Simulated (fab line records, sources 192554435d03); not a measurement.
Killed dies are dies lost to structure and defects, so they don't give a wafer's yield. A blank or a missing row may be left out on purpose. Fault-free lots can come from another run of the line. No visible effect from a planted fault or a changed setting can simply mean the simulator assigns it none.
A struck lot beside a sound one    flow n5Finfet    16 steps out of a route of 1938
Sound: these wafers, L616.1, L616.2, L616.4. Wafers struck: L612.2, L612.4, L612.6. The cause is named last.
Per side, at each step with rows, come the tool, then ch with its chambers, and then its first start. Under that, the readings that differ: sound wafers    struck wafers    difference of the means    sigmas: that difference in standard deviations of wafers without a fault.
alike: a reading whose means differ by less than 2 such deviations, as well as words and numbers matching on both sides. not compared: withheld readings; readings where some wafer has no value; bounds like >300 that might hide an equal value; numbers whose values overlap and for which the record gives no deviation.
Wherever a step has rows on one side only, a row that says differs or no value, or a row with sigmas, the two part there. Numbers that have no deviation but don't overlap get no sigmas and don't part them. A reading missing from all wafers of one side parts the sides only when that side holds two or more wafers.

N5_HKMG_FIN_ETCH_86: etches SOC in N2/H2, stops on TiN, target depth 393.2 nm.
  sound on rieDiel-04 ch 0,2,3, day 7 11:52; struck on rieDiel-06 ch 1,2, day 6 13:31
  alike: drypumpMotorCurrentA, oesProductAu, rfVppV, showerheadPlenumPTorr, throttleValvePct
  not compared: rfHoursCounterH
N5_HKMG_FIN_STRIP_89: strips SOC in N2/H2, time 20 s.
  sound on rieDiel-04 ch 0,2,3, day 7 11:56; struck on rieDiel-06 ch 1,2, day 6 13:34
  alike: drypumpMotorCurrentA, oesProductAu, rfVppV, showerheadPlenumPTorr, throttleValvePct
  not compared: rfHoursCounterH
then, 1 step without rows for these wafers: N5_HKMG_FIN_WET_ETCH_87 (etches TiN in SC1, time 154.2 s, target depth 4.7 nm, rinse time 30 s).
N5_HKMG_FIN_STRIP_88: strips in N2/H2, time 360 s.
  sound on plasmaAsher-02 ch 0,1, day 7 12:10; struck on plasmaAsher-01 ch 1, day 6 13:46
  alike: drypumpMotorCurrentA, heaterPowerW
  not compared: rfHoursCounterH
then, 3 steps without rows for these wafers: N5_HKMG_FIN_NWFM_ALD_20 (deposits TiAlC, target thk 2 nm, pulse time 3 s, purge time 2 s); N5_HKMG_FIN_ALD_71 (deposits TiN, target thk 1 nm, pulse time 1 s, purge time 3 s); N5_HKMG_FIN_COAT_66 (time 60 s, resist thk 300 nm).
N5_HKMG_FIN_ETCH_67: etches SOC in N2/H2, stops on TiN, target depth 388.9 nm.
  sound on rieDiel-01 ch 1,2,3, day 7 13:01; struck on rieDiel-04 ch 0,1,2, day 6 14:53
reading               sound              struck             difference  sigmas
throttleValvePct (%)  17.72 17.49 17.65  18.25 17.92 18.22  +0.51       +2
  alike: drypumpMotorCurrentA, oesProductAu, rfVppV, showerheadPlenumPTorr
  not compared: rfHoursCounterH
then, 3 steps without rows for these wafers: N5_HKMG_FIN_STRIP_90 (strips SOC in N2/H2, time 20 s); N5_HKMG_FIN_WET_ETCH_73 (etches the open film in SC1, time 42.3 s, target depth 1.3 nm, rinse time 30 s); N5_HKMG_FIN_ETCHBACK_68 (etches the open film in Cl2/Ar, stops on HfO2, target depth 0.5 nm).
N5_HKMG_FIN_STRIP_69: strips in N2/H2, time 360 s.
  sound on plasmaAsher-02 ch 0,1, day 7 13:23; struck on plasmaAsher-01 ch 0,1, day 6 15:15
  alike: drypumpMotorCurrentA, heaterPowerW
  not compared: rfHoursCounterH
N5_HKMG_FIN_ALD_21: deposits TiN, target thk 1.5 nm, pulse time 1 s, purge time 3 s.
  sound on aldMetal-03 ch 1,2,3, day 7 13:46; struck on aldMetal-01 ch 1,2,3, day 6 15:38
  no value came back on the struck wafers for aldCycles, chamberPressureTorr (Torr), heaterPowerW (W), precursorPulseHeightRel; on the sound wafers aldCycles reads 68 68 68
then, 1 step without rows for these wafers: N5_HKMG_FIN_ALD_72 (deposits W, target thk 2 nm, pulse time 1 s, purge time 2 s).
N5_BEOL_M4_RC_MEAS_101:
  the record has rows for the sound wafers here (prober-01 ch 0, day 11 04:12) and none for the struck ones
-- record jumps: 8 days separate the struck wafers' starts on either side; left off in module BEOL_M4, taken up again in module PASSIVATION, whose first shown step is the route's number 1936 --
N5_PASSIVATION_PROBE_49:
  the record has rows for the struck wafers here (prober-01, day 14 17:53) and none for the sound ones

WHERE THEY PART
Last at N5_PASSIVATION_PROBE_49 as far as this record goes, first at N5_HKMG_FIN_ETCH_67.

WHY: what had been put in by the simulator
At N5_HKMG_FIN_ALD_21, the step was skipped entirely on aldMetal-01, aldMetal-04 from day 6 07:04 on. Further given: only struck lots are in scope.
